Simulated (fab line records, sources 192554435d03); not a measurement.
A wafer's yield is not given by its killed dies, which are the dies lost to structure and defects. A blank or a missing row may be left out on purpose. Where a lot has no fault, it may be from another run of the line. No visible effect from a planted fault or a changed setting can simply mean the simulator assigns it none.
Which tool is to blame? -- flow n5Finfet -- 17 wafers from 6 lots sampled at 3 of the route's 1938 steps

== WHAT THE GAUGES SHOWED, per wafer ==
N5_BEOL_M10_OVL_MEAS_12.
lot,measured,on,M10_OVL (nm)
L604,day 11 16:26,overlay-02,0.0 -0.4 0.0
L607,day 12 16:26,overlay-01,4.9 5.6 4.5
L611,day 13 07:07,overlay-01,1.1 -0.5 1.4
L614,day 13 14:45,overlay-01,0.4 -0.2 0.8
L616,day 14 22:53,overlay-01,-0.2 0.7 0.8
L621,day 15 10:50,overlay-01,0.8 -0.2

== EACH LOT AND THE TOOL THAT RAN IT (in order: tool; ch and the chambers of the sampled wafers; start) ==
lot,N5_BEOL_M10_HM_DEP_02,N5_BEOL_M10_EXPOSE_08
L604,"pvdSputter-02, day 11 16:02","arfiScanner-01 ch 0, day 11 16:17"
L607,"pvdSputter-02, day 12 15:55","arfiScanner-01 ch 0, day 12 16:17"
L611,"pvdSputter-03, day 13 06:36","arfiScanner-03 ch 0, day 13 06:58"
L614,"pvdSputter-01, day 13 14:14","arfiScanner-03 ch 0, day 13 14:36"
L616,"pvdSputter-03, day 14 22:19","arfiScanner-03 ch 0, day 14 22:42"
L621,"pvdSputter-02, day 15 10:29","arfiScanner-02 ch 0, day 15 10:42"
- N5_BEOL_M10_HM_DEP_02: deposits TiN, target thk 20 nm.
- N5_BEOL_M10_EXPOSE_08: exposes mask M10.

== THE ANSWER, worked out from the rows above alone ==
Rule: what is usual is taken from the lots themselves. The widest of any qualifying gaps counts: lots, ordered by their means at a reading, are off when they make up no more than a third of the lots, leave a main group of 4 or more, and stand apart from it by 3 or more times the standard deviation of that group's means. If all means in a main group match to the digits the tables above print for the reading, that group is not used. A lot without any number at a reading at which 4 lots or more have one is off too. All remaining lots with rows at the step are treated as sound.
Off: L607, at N5_BEOL_M10_OVL_MEAS_12 (M10_OVL). For the main group the mean is 0.3 nm and the standard deviation 0.26.
A tool fits if, at a process step before that reading, it ran every lot that is off, and no sound lot after the first of them. Those tools and the gauges at N5_BEOL_M10_OVL_MEAS_12 are tried in the same way. One fits: N5_BEOL_M10_EXPOSE_08 on arfiScanner-01. A fault onset in the window from L604 (day 11 16:17, its last sound lot) to L607 (day 12 16:17, its first lot off) fits.

== WHAT THE SIMULATOR HAD PUT IN ==
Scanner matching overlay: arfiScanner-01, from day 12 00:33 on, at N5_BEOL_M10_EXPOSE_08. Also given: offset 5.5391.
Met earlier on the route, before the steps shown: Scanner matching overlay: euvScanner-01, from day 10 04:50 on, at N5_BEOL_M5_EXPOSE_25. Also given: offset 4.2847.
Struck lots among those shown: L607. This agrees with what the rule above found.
